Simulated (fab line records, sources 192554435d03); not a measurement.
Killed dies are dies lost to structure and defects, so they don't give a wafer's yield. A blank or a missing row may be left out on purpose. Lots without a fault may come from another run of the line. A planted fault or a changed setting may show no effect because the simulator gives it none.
Chamber matching | flow n5_finfet | N5_BEOL_M5_CO_CAP_78 on cvd_co-01: 3 sister chambers
The step material Co, precursor CCTBA/H2, target thk 2 nm, time 102.1 s. 18 wafers are shown with their chamber, then 9 later ones without.

WAFERS WITH THEIR CHAMBER
wafer  | chamber | heater_power_w (W)
L080.2 | 0       | 240
L080.3 | 0       | 239
L080.6 | 0       | 239
L081.1 | 1       | 205
L081.3 | 2       | 228
L081.6 | 1       | 209
L083.1 | 2       | 236
L083.2 | 1       | 211
L083.6 | 2       | 235
L082.2 | 0       | 234
L082.3 | 2       | 239
L082.5 | 0       | 235
L087.3 | 0       | 237
L087.4 | 0       | 241
L087.5 | 1       | 214
L089.1 | 2       | 235
L089.2 | 0       | 235
L089.6 | 2       | 237

SIGNATURES (means of the wafers above)
reading        | chamber 0 | chamber 1 | chamber 2 | scatter within a chamber
heater_power_w | 237.50    | 209.75    | 235.00    | 3.27
Rule: a wafer's distance from a chamber is the root of the sum, over the readings, of the square of ((its reading less the chamber's mean) divided by the reading's scatter). The wafer belongs to the nearest chamber; if the next one is less than 2 further off, it can't be placed. The scatter: the root of (the sum of the squares of (reading less its chamber's mean) over the shown wafers, divided by (wafers less chambers)).

WAFERS WITHOUT THEIR CHAMBER
wafer  | heater_power_w (W)
L093.1 | 205
L093.2 | 237
L093.5 | 233
L095.1 | 208
L095.3 | 235
L095.6 | 238
L097.1 | 234
L097.4 | 238
L097.6 | 237

WHICH CHAMBER EACH WENT THROUGH
wafer  | from the rows above     | in truth
L093.1 | 1                       | 1
L093.2 | can't be placed: 0 or 2 | 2
L093.5 | can't be placed: 2 or 0 | 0
L095.1 | 1                       | 1
L095.3 | can't be placed: 2 or 0 | 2
L095.6 | can't be placed: 0 or 2 | 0
L097.1 | can't be placed: 2 or 0 | 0
L097.4 | can't be placed: 0 or 2 | 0
L097.6 | can't be placed: 0 or 2 | 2
Placed correctly: 2 of 9. Can't be placed from these rows: 7 (the true chamber is among the candidates in 7). Placed wrongly: 0.
